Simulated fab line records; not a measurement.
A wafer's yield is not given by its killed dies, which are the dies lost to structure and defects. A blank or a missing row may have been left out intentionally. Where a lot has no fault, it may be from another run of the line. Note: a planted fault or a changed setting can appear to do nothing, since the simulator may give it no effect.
Lot-split experiment + flow n5-finfet + route with 1938 steps; 7 lots, 21 wafers read

== SPLIT DETAILS ==
At N5_BEOL_M10_EXPOSE_08 (exposes mask M10), the setting dose-mj was moved away from the recipe's 53.75 on 9 of the 21 wafers read, by -6.0% to +6.5%. This setting was run at the recipe's value on the other wafers.

== FROM THE SPLIT TO THE READING: what the file shows between them, 15 steps ==
- N5_BEOL_M10_PEB_09: peb time 60 s
- N5_BEOL_M10_DEVELOP_10: develop time 30 s
- N5_BEOL_M10_CD_MEAS_11: target cd 64.1 nm
- N5_BEOL_M10_DESCUM_16: chemistry O2, time 7.9 s
- N5_BEOL_M10_ETCH_61: etches SiARC in CF4, target depth 39 nm, time 65 s
- N5_BEOL_M10_ETCH_62: etches SOC in N2/H2, target depth 110 nm, overetch 22 nm, time 165 s
- N5_BEOL_M10_STRIP_68: strips in N2/H2
- N5_BEOL_M10_STRIP_67: strips in CF4
- N5_BEOL_M10_HM_OPEN_17: chemistry Cl2/BCl3, target TiN, target depth 20 nm, overetch 6 nm
- N5_BEOL_M10_STRIP_19: strips in O2
- N5_BEOL_M10_CD_MEAS_18: pitch 140 nm, target cd 70 nm
- N5_BEOL_M10_COAT_63: time 60 s, resist thk 100 nm
- N5_BEOL_M10_COAT_64: time 60 s, resist thk 30 nm
- N5_BEOL_M10_PRECLEAN_42: cleans in residue remover, time 60 s
- N5_BEOL_M10_SRD_43: time 30 s

== THE READING ==
Shown in nm: cd-nm at N5_BEOL_M10_CD_MEAS_35, with target cd 70 nm. Fault-free wafers of this fab line usually give 70.0 nm, standard deviation 0.62 nm.

| wafer  | tool, chamber at the split | dose-mj as run | against the recipe | cd-nm, nm | against lot-mates on the recipe |
|--------|----------------------------|----------------|--------------------|-----------|---------------------------------|
| L074.1 | arfi-scanner-02, 0         | 53.75          | recipe             | 69.8      | -                               |
| L074.2 | arfi-scanner-02, 0         | 53.75          | recipe             | 69.8      | -                               |
| L074.3 | arfi-scanner-02, 0         | 53.75          | recipe             | 69.6      | -                               |
| L076.1 | arfi-scanner-03, 0         | 53.75          | recipe             | 69.4      | -                               |
| L076.2 | arfi-scanner-03, 0         | 50.55          | -6.0%              | 66.9      | -2.9                            |
| L076.4 | arfi-scanner-03, 0         | 53.75          | recipe             | 70.3      | -                               |
| L078.2 | arfi-scanner-03, 0         | 55.6           | +3.4%              | 71.5      | +1.7                            |
| L078.3 | arfi-scanner-03, 0         | 53.75          | recipe             | 69.8      | -                               |
| L078.6 | arfi-scanner-03, 0         | 55.6           | +3.4%              | 72.6      | +2.8                            |
| L082.1 | arfi-scanner-03, 0         | 53.75          | recipe             | 70.4      | -                               |
| L082.3 | arfi-scanner-03, 0         | 57.27          | +6.5%              | 74.6      | +4.4                            |
| L082.4 | arfi-scanner-03, 0         | 53.75          | recipe             | 69.9      | -                               |
| L084.2 | arfi-scanner-02, 0         | 53.75          | recipe             | 69.8      | -                               |
| L084.3 | arfi-scanner-02, 0         | 51.7           | -3.8%              | 67.7      | -2.1                            |
| L084.5 | arfi-scanner-02, 0         | 53.75          | recipe             | 69.8      | -                               |
| L087.3 | arfi-scanner-03, 0         | 53.75          | recipe             | 70.3      | -                               |
| L087.4 | arfi-scanner-03, 0         | 51.82          | -3.6%              | 69.1      | -1.2                            |
| L087.5 | arfi-scanner-03, 0         | 51.82          | -3.6%              | 69.0      | -1.3                            |
| L095.2 | arfi-scanner-03, 0         | 57.14          | +6.3%              | 74.3      | +3.6                            |
| L095.4 | arfi-scanner-03, 0         | 57.14          | +6.3%              | 74.0      | +3.3                            |
| L095.5 | arfi-scanner-03, 0         | 53.75          | recipe             | 70.7      | -                               |

THE FIT
A straight line over all 21 wafers: cd-nm changes by +0.581 nm for each +1% of dose-mj; r = +0.97; the points scatter about the line by 0.53 nm.
The same after taking each lot's own level away (the mean of its wafers on the recipe; 21 wafers): +0.546 nm for each +1%; r = +0.98; scatter 0.39 nm.
According to that fit, moving dose-mj by its largest amount changes the reading by 3.6 nm.
The lots' own levels span 69.73 to 70.70 nm, that is 1.6 times the standard deviation above.
The two slopes are in agreement: the lot-to-lot level therefore moves the slope only a little.
Check: with one of the wafers moved furthest among these (+6.5%) left out of the fit, the line predicts +3.54 nm for it against its lot-mates. It came out at +4.45 nm against them.

== FURTHER SPLITS ON THESE WAFERS ==
These wafers also went through other splits before the reading. Each is held against what the fit with the lots' levels taken away leaves over:
| other split on the same wafers | wafers away from the commonest value | r with cd-nm (lot level and that fit taken away) |
|--------------------------------|--------------------------------------|--------------------------------------------------|
| N5_BEOL_M9_EXPOSE_08 dose-mj   | 6                                    | -0.32                                            |
| N5_BEOL_M10_COAT_05 spin-rpm   | 9                                    | +0.20                                            |

== THE WHOLE CHAIN: every reading that the file lists as answering this split, in the file's order ==
| step                   | what it does                                                         | reading                                                                | change (the file's fit)               | r (the file's) |
|------------------------|----------------------------------------------------------------------|------------------------------------------------------------------------|---------------------------------------|----------------|
| N5_BEOL_M10_CD_MEAS_11 | target cd 64.1 nm                                                    | cd-nm                                                                  | +0.541 nm for each +1% of the setting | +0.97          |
| N5_BEOL_M10_ETCH_61    | etches SiARC in CF4, target depth 39 nm, time 65 s                   | BEOL_M10.cd-offset-nm (the simulator's own value, which no gauge read) | +0.578 nm for each +1% of the setting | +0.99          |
| N5_BEOL_M10_ETCH_62    | etches SOC in N2/H2, target depth 110 nm, overetch 22 nm, time 165 s | BEOL_M10.cd-offset-nm (the simulator's own value, which no gauge read) | +0.571 nm for each +1% of the setting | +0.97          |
| N5_BEOL_M10_CD_MEAS_18 | pitch 140 nm, target cd 70 nm                                        | cd-nm                                                                  | +0.552 nm for each +1% of the setting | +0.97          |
| N5_BEOL_M10_CD_MEAS_35 | target cd 70 nm                                                      | cd-nm                                                                  | +0.563 nm for each +1% of the setting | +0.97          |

== THE FILE'S OWN FIT ==
cd-nm changes by +0.563 nm for each +1% of dose-mj, r = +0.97.
